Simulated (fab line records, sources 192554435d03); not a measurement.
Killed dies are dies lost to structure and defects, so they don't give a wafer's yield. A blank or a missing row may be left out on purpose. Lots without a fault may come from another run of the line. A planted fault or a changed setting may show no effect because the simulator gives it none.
Problem report in the 8D (eight disciplines) form, filled by code | flow n5_finfet | the parts of the form that need people (team, actions taken, sign-off) are left out

1. THE PROBLEM
spin_speed_rpm at N5_WELL_APT_COAT_02 reads a mean of 1435.7 rpm on 6 wafers of 2 lots; wafers without a fault read 1357.0 rpm with a standard deviation of 1. That is +79 standard deviations from the usual mean.
The step: resist thk 950 nm.
First seen on wafer L134.1, day 4 13:29, on litho_track-04. The record holds 18 wafers of 6 lots with a number at this step. Rule for "out", or "out of limits": more than 4 standard deviations from the usual mean. The other wafers with a number count as sound.

2. WHAT IT IS AND WHAT IT IS NOT
question                    | is                     | is not
which readings at this step | spin_speed_rpm         | resist_line_temp_C
which lots                  | L134, L135             | L127, L128, L144, L145
which wafers of those lots  | all that have a number | -
read on which tools         | litho_track-04         | litho_track-02, litho_track-03
when                        | from day 4 13:29       | up to then (6 sound wafers); but 6 sound wafers of L144, L145 came after

3. SUSPECTS, AND WHAT RULES EACH OUT
Counting: a tool at a process step up to the reading stays a suspect if it ran every lot that is out and no sound lot after the first of them.
- plasma_asher-01 at N5_ZERO_LAYER_STRIP_24 (strips in O2): ruled out as a lasting fault. Sound lots L144, L145 ran on it after its first lot that is out, L134 (day 4 13:05).
- litho_track-04 at N5_WELL_APT_COAT_02 (resist thk 950 nm): kept. It ran every lot that is out, first L134 (day 4 13:29), and no sound lot after that; its last sound lot up to then is L127 (day 2 19:17). Its own readings are out on those wafers: spin_speed_rpm.
Left after counting: litho_track-04 at N5_WELL_APT_COAT_02.

4. THE CAUSE (what the simulator had put in)
Process parameter drift: litho_track-04, from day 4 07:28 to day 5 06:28, at N5_WELL_APT_COAT_02. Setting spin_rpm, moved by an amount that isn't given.
Counting left only this tool.

5. THE CHAIN OF EFFECTS, in route order
Each row: a reading whose mean over the struck wafers that have a number lies more than 3 standard deviations from the usual. Only readings for which the record gives a usual standard deviation are gone through. hours: the time from each lot's start at the first step in this table that gives one to its start at this step, as a median over the lots. sigmas: the change in usual standard deviations.
hours | step                | reading        | usual      | on struck wafers | change | sigmas
0     | N5_WELL_APT_COAT_02 | spin_speed_rpm | 1357.0 rpm | 1435.7           | +78.7  | +79
The process steps in it:
- N5_WELL_APT_COAT_02: resist thk 950 nm.
Later measuring or inspecting steps at which every struck wafer that the step has a row for has a number for every such reading, and none has moved that far: N5_WELL_APT_CD_MEAS_08, N5_WELL_APT_OVL_MEAS_09, N5_WELL_APT_INSPECT_10, N5_BEOL_M4_RC_MEAS_101.

6. WHAT WOULD HAVE CAUGHT IT SOONER
In this record the first reading out of limits was taken at day 4 13:29, 6 hours after the fault began at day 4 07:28.
